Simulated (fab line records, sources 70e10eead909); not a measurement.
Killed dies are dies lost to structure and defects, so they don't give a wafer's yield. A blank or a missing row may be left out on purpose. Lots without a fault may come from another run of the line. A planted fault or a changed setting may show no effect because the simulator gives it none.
A struck lot beside a sound one | flow nand_harc | 14 steps out of a route of 1159
Sound: wafers L267.3, L267.5, L267.6. Struck: wafers L279.2, L279.3, L279.4. The cause comes at the end.
At each step with rows: each side's tool, then ch and its chambers, then its first start. Under that, the readings that differ: sound wafers | struck wafers | difference of the means | sigmas: that difference in standard deviations of wafers without a fault.
alike: readings whose means differ by less than 2 such deviations, and words and numbers that are the same on both sides. not compared: withheld readings, readings that some wafer has no value for, bounds like >300 that may hide the same value, and numbers for which the record gives no deviation and whose values overlap.
The two part at a step that has a row with sigmas, a row that says differs or no value, or rows on one side only. Numbers that don't overlap but have no deviation are shown without sigmas and don't part them. A reading that every wafer of one side lacks parts them only if that side has two wafers or more.

first, 1 step without rows for these wafers: NHARC_A_STAIRCASE_HARDBAKE_218 (time 140 s).
NHARC_A_STAIRCASE_DESCUM_219: chemistry O2, time 3 s.
  sound on rie_diel-09 ch 0,1, day 11 11:17; struck on rie_diel-09 ch 0,1, day 14 04:02
  alike: drypump_motor_current_A, oes_product_au, rf_vpp_V, showerhead_plenum_p_Torr, throttle_valve_pct
  not compared: rf_hours_counter_h
then, 2 steps without rows for these wafers: NHARC_A_STAIRCASE_TRIM_220 (chemistry O2, time 211.2 s); NHARC_A_STAIRCASE_ETCH_221 (etches the open film in C4F8/O2, target depth 100 nm, time 40.5 s).
NHARC_A_STAIRCASE_TRIM_222: chemistry O2, time 211.2 s.
  sound on rie_diel-09 ch 2,3; struck on rie_diel-09 ch 0,1
  alike: drypump_motor_current_A, oes_product_au, rf_vpp_V, showerhead_plenum_p_Torr, throttle_valve_pct
  not compared: rf_hours_counter_h
then, 1 step without rows for these wafers: NHARC_A_STAIRCASE_ETCH_223 (etches the open film in C4F8/O2, target depth 100 nm, time 40.5 s).
NHARC_A_STAIRCASE_TRIM_224: chemistry O2, time 211.2 s.
  sound on rie_diel-09 ch 1,2,3; struck on rie_diel-09 ch 0,1,2
  alike: drypump_motor_current_A, oes_product_au, rf_vpp_V, showerhead_plenum_p_Torr, throttle_valve_pct
  not compared: rf_hours_counter_h
NHARC_A_STAIRCASE_ETCH_225: etches the open film in C4F8/O2, target depth 100 nm, time 40.5 s.
  sound on rie_diel-09 ch 1,2; struck on rie_diel-09 ch 0,1,2
  alike: oes_product_au, rf_vpp_V
  not compared: rf_hours_counter_h
then, 3 steps without rows for these wafers: NHARC_A_STAIRCASE_TRIM_226 (chemistry O2, time 211.2 s); NHARC_A_STAIRCASE_ETCH_227 (etches the open film in C4F8/O2, target depth 100 nm, time 40.5 s); NHARC_A_STAIRCASE_TRIM_229 (chemistry O2, time 211.2 s).
NHARC_A_STAIRCASE_ETCH_230: etches the open film in C4F8/O2, target depth 100 nm, time 40.5 s.
  sound on rie_diel-09 ch 0,2,3, day 11 12:49; struck on rie_diel-05 ch 0,2,3, day 14 05:32
  reading               | sound             | struck            | difference | sigmas
  oes_product_au (a.u.) | 0.938 0.926 0.930 | 0.827 0.818 0.807 | -0.114     | -7
  alike: rf_vpp_V
  not compared: rf_hours_counter_h
NHARC_A_STAIRCASE_TRIM_231: chemistry O2, time 211.2 s.
  sound on rie_diel-09 ch 1,2; struck on rie_diel-05 ch 0,1,2
  reading               | sound             | struck            | difference | sigmas
  oes_product_au (a.u.) | 0.983 0.982 0.983 | 1.001 1.004 1.022 | +0.026     | +2
  alike: drypump_motor_current_A, rf_vpp_V, showerhead_plenum_p_Torr, throttle_valve_pct
  not compared: rf_hours_counter_h
-- the record jumps here: 8 days lie between the struck wafers' starts before and after (it left off in module A_STAIRCASE and takes up again in module END, whose first step shown is number 1159 of the route) --
NHARC_END_SORT_01:
  the record has rows for the struck wafers here (prober-02 ch 0, day 22 14:26) and none for the sound ones

WHERE THEY PART
First at NHARC_A_STAIRCASE_ETCH_230; last, within this record, at NHARC_END_SORT_01.

WHY: what the simulator had put in
Process parameter drift: rie_diel-05, from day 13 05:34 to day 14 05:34, at NHARC_A_STAIRCASE_ETCH_230. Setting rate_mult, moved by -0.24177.
